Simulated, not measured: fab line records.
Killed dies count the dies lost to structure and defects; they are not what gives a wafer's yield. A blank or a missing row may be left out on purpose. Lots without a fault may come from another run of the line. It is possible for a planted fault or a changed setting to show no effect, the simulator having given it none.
Comparing a struck lot with a sound one + flow nandHarc + 41 steps out of a route of 1302
Sound: the wafers L977.1, L977.2, L977.3. The struck wafers were L986.3, L986.5, L986.6. The cause is given at the end.
Order at every step that has rows: each side's tool, ch and its chambers, its first start. Under that, the readings that differ: sound wafers + struck wafers + difference of the means + sigmas: that difference in standard deviations of wafers without a fault.
alike: words and numbers the same on both sides, and readings whose means are apart by under 2 such deviations; not compared: readings that were withheld, readings missing a value for some wafer, numbers with overlapping values and no deviation given by the record, and bounds like >300 which may hide the same value.
A row with sigmas, a row that says differs or no value, or rows on one side alone: a step with any of these is where the two part. Numbers that have no deviation but don't overlap get no sigmas and don't part them. Lack of a reading on every wafer of one side parts them only where that side has two or more wafers.

first, 1 step without rows for these wafers: NHARC_A_CHANNEL_HOLE_D1_SRD_29.
NHARC_A_CHANNEL_HOLE_D1_CD_MEAS_30:
  sound on cdSem-01 at day 9 17:30; struck on cdSem-03 at day 13 14:14
  alike: cdNm
after that, 1 step had no rows for these wafers: NHARC_A_CHANNEL_HOLE_D1_XSEM_31.
NHARC_A_CHANNEL_HOLE_D1_INSPECT_40:
  sound on defectInspect-01 at day 9 17:41; struck on defectInspect-01 at day 13 14:25
  alike: rawDefectCount
then, 2 steps without rows for these wafers: NHARC_A_CHANNEL_FILL_D1_PRECLEAN_00 (cleans in SC1); NHARC_A_CHANNEL_FILL_D1_SRD_01.
NHARC_A_CHANNEL_FILL_D1_ALD_02: deposits SiO2, target thk 6 nm, pulse time 10 s, ald cycles 60.
  sound on aldHk-01 ch 0,2,3, day 9 17:53; struck on aldHk-02 ch 1,2,3, day 13 14:46
  alike: heaterPowerW, precursorPulseHeightRel
NHARC_A_CHANNEL_FILL_D1_ALD_03: deposits SiNx, target thk 6 nm, pulse time 60 s, ald cycles 58.
  sound on aldSinBatch-02 ch 0; struck on aldSinBatch-02 ch 0
  alike: precursorPulseHeightRel
then, 1 step without rows for these wafers: NHARC_A_CHANNEL_FILL_D1_ALD_14 (deposits SiO2, target thk 2.5 nm, pulse time 10 s, ald cycles 25).
NHARC_A_CHANNEL_FILL_D1_ALD_15: deposits SiNx, target thk 2 nm, pulse time 60 s, ald cycles 19.
  sound on aldSinBatch-01 ch 0; struck on aldSinBatch-01 ch 0
  alike: precursorPulseHeightRel
then, 2 steps without rows for these wafers: NHARC_A_CHANNEL_FILL_D1_ALD_16 (deposits SiO2, target thk 1.5 nm, pulse time 10 s, ald cycles 15); NHARC_A_CHANNEL_FILL_D1_ANNEAL_17 (time 1800 s).
NHARC_A_CHANNEL_FILL_D1_CVD_18: deposits poly-Si, target thk 3 nm.
  sound on lpcvdPoly-03 ch 0, day 10 13:20; struck on lpcvdPoly-01 ch 0, day 14 16:17
| reading             | sound                | struck               | difference | sigmas      |
|---------------------|----------------------|----------------------|------------|-------------|
| spikeTcBottomC (C)  | 571.9 571.6 571.1    | 586.2 584.7 585.9    | +14.1      | +6          |
| spikeTcCentreC (C)  | 552.4 551.1 552.5    | 564.9 564.2 566.3    | +13.1      | +12         |
| spikeTcLowerC (C)   | 551.9 551.5 553.0    | 564.8 566.1 564.9    | +13.1      | +10         |
| spikeTcUpperC (C)   | 551.2 552.0 550.5    | 565.6 564.4 565.4    | +13.9      | +9          |
| tubeCenterTempC (C) | 549.93 550.02 549.97 | 565.68 565.74 565.64 | +15.71     | +99 or more |
then, 5 steps without rows for these wafers: NHARC_A_CHANNEL_FILL_D1_ETCHBACK_19 (etches the open film in HBr/Cl2, target depth 5 nm, time 1.7 s); NHARC_A_CHANNEL_FILL_D1_ETCHBACK_20 (etches the open film in C4F8/O2/Ar, target depth 27 nm, time 13.5 s); NHARC_A_CHANNEL_FILL_D1_STRIP_28 (strips in O2, time 20 s); NHARC_A_CHANNEL_FILL_D1_PRECLEAN_21 (cleans in dHF, time 30 s); NHARC_A_CHANNEL_FILL_D1_SRD_23.
NHARC_A_CHANNEL_FILL_D1_CVD_05: deposits poly-Si, target thk 5 nm.
  sound on lpcvdPoly-03 ch 0, day 10 18:02; struck on lpcvdPoly-01 ch 0, day 14 21:09
| reading             | sound             | struck              | difference | sigmas      |
|---------------------|-------------------|---------------------|------------|-------------|
| spikeTcBottomC (C)  | 571.2 570.2 570.6 | 586.3 586.2 584.3   | +14.9      | +6          |
| spikeTcCentreC (C)  | 552.4 551.2 550.3 | 565.2 563.3 565.9   | +13.5      | +12         |
| spikeTcLowerC (C)   | 551.1 550.4 552.5 | 565.0 566.4 566.9   | +14.8      | +11         |
| spikeTcUpperC (C)   | 550.6 551.4 550.7 | 565.5 564.1 565.7   | +14.2      | +11         |
| tubeCenterTempC (C) | 550.01 550 549.9  | 565.61 565.6 565.71 | +15.67     | +99 or more |
then, 1 step without rows for these wafers: NHARC_A_CHANNEL_FILL_D1_ANNEAL_22 (time 7200 s).
NHARC_A_CHANNEL_FILL_D1_ALD_25: deposits SiOx, target thk 60 nm, pulse time 10 s, ald cycles 600.
  sound on aldHk-04 ch 0,1,2, day 11 04:02; struck on aldHk-02 ch 0,3, day 15 06:25
  alike: heaterPowerW, precursorPulseHeightRel
then, 1 step without rows for these wafers: NHARC_A_CHANNEL_FILL_D1_ETCHBACK_08 (etches the open film in C4F8, target depth 220 nm, time 110 s).
NHARC_A_CHANNEL_FILL_D1_STRIP_29: strips in O2, time 20 s.
  sound on rieDiel-09 ch 1,2,3; struck on rieDiel-04 ch 2,3
  alike: drypumpMotorCurrentA, oesProductAu, rfVppV, showerheadPlenumPTorr, throttleValvePct
  not compared: rfHoursCounterH
then, 5 steps without rows for these wafers: NHARC_A_CHANNEL_FILL_D1_PRECLEAN_30 (cleans in dHF, time 30 s); NHARC_A_CHANNEL_FILL_D1_SRD_31; NHARC_A_CHANNEL_FILL_D1_CVD_09 (deposits poly-Si, target thk 150 nm, time 3000 s); NHARC_A_CHANNEL_FILL_D1_CMP_10 (polishes, target thk 150 nm); NHARC_A_CHANNEL_FILL_D1_SRD_12.
NHARC_A_CHANNEL_FILL_D1_INSPECT_13:
  sound on defectInspect-01 at day 11 15:39; struck on defectInspect-02 at day 15 18:15
  alike: rawDefectCount
then, 10 steps without rows for these wafers: NHARC_A_DECK1_JOINT_ETCHBACK_07 (etches the open film in HBr, target depth 105 nm, time 26.9 s); NHARC_A_DECK1_JOINT_ETCH_25 (etches SiO2 in dHF, target depth 0.5 nm); NHARC_A_DECK1_JOINT_ETCH_19 (etches poly-Si in TMAH, target depth 3 nm); NHARC_A_DECK1_JOINT_ETCH_18 (etches SiO2 in dHF, target depth 3 nm); NHARC_A_DECK1_JOINT_WET_08 (chemistry H3PO4, time 86 s); NHARC_A_DECK1_JOINT_ETCH_09 (etches SiO2 in dHF, target depth 5 nm); NHARC_A_DECK1_JOINT_WET_10 (chemistry H3PO4, time 86 s); NHARC_A_DECK1_JOINT_ETCH_11 (etches SiO2 in dHF, target depth 35 nm); NHARC_A_DECK1_JOINT_CVD_12 (deposits poly-Si, target thk 90 nm, time 1800 s); NHARC_A_DECK1_JOINT_CMP_13 (polishes, target thk 51.023 nm).
-- record jumps: 14 days between struck wafers' starts before vs after; left off in module A_DECK1_JOINT, resumes in module END, first step shown is number 1301 of the route --
NHARC_END_WLT_00:
  sound on prober-01 at day 24 21:52; struck on prober-02 at day 29 12:09
| reading                           | sound             | struck            | difference | sigmas |
|-----------------------------------|-------------------|-------------------|------------|--------|
| VT_DECK1_BOTTOM                   | 0.863 0.865 0.866 | 1.012 1.003 0.992 | +0.138     | +22    |
| VT_DECK1_BOTTOM_INNER             | 0.867 0.860 0.863 | 1.013 1.003 0.993 | +0.140     | +21    |
| VT_DECK1_MEDIAN_NEAR_BOTTOM       | 0.872 0.867 0.868 | 1.005 0.999 0.995 | +0.131     | +20    |
| VT_DECK1_MEDIAN_NEAR_BOTTOM_INNER | 0.865 0.867 0.869 | 1.011 1.005 1.003 | +0.139     | +19    |
| VT_DECK1_MIDDLE                   | 0.875 0.875 0.873 | 1.023 1.035 1.021 | +0.152     | +27    |
| VT_DECK1_MIDDLE_INNER             | 0.883 0.883 0.872 | 1.034 1.024 1.033 | +0.151     | +26    |
| VT_DECK1_TOP                      | 0.889 0.893 0.895 | 1.053 1.044 1.053 | +0.158     | +27    |
| VT_DECK1_TOP_INNER                | 0.887 0.890 0.897 | 1.057 1.054 1.053 | +0.163     | +28    |
| VT_DECK2_BOTTOM                   | 0.861 0.864 0.869 | 0.882 0.881 0.883 | +0.017     | +2     |
  alike: VT_DECK2_BOTTOM_INNER, VT_DECK2_MEDIAN_NEAR_BOTTOM, VT_DECK2_MEDIAN_NEAR_BOTTOM_INNER, VT_DECK2_MIDDLE, VT_DECK2_MIDDLE_INNER, VT_DECK2_TOP, VT_DECK2_TOP_INNER
NHARC_END_SORT_01:
  sound on prober-01 ch 0, day 25 00:52; struck on prober-02 ch 0, day 29 15:47
  alike: killedAtArray, killedAtOther, killedAtPeriphery, killedDies, killedOpen, killedShort

== WHERE THEY PART ==
At NHARC_A_CHANNEL_FILL_D1_CVD_18 first; at NHARC_END_WLT_00 last (within this record only). Later steps at which nothing parts them and some readings are alike: NHARC_END_SORT_01.

WHY: the cause the simulator had injected
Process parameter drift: lpcvdPoly-01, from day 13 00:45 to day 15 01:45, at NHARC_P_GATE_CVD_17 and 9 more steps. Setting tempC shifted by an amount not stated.
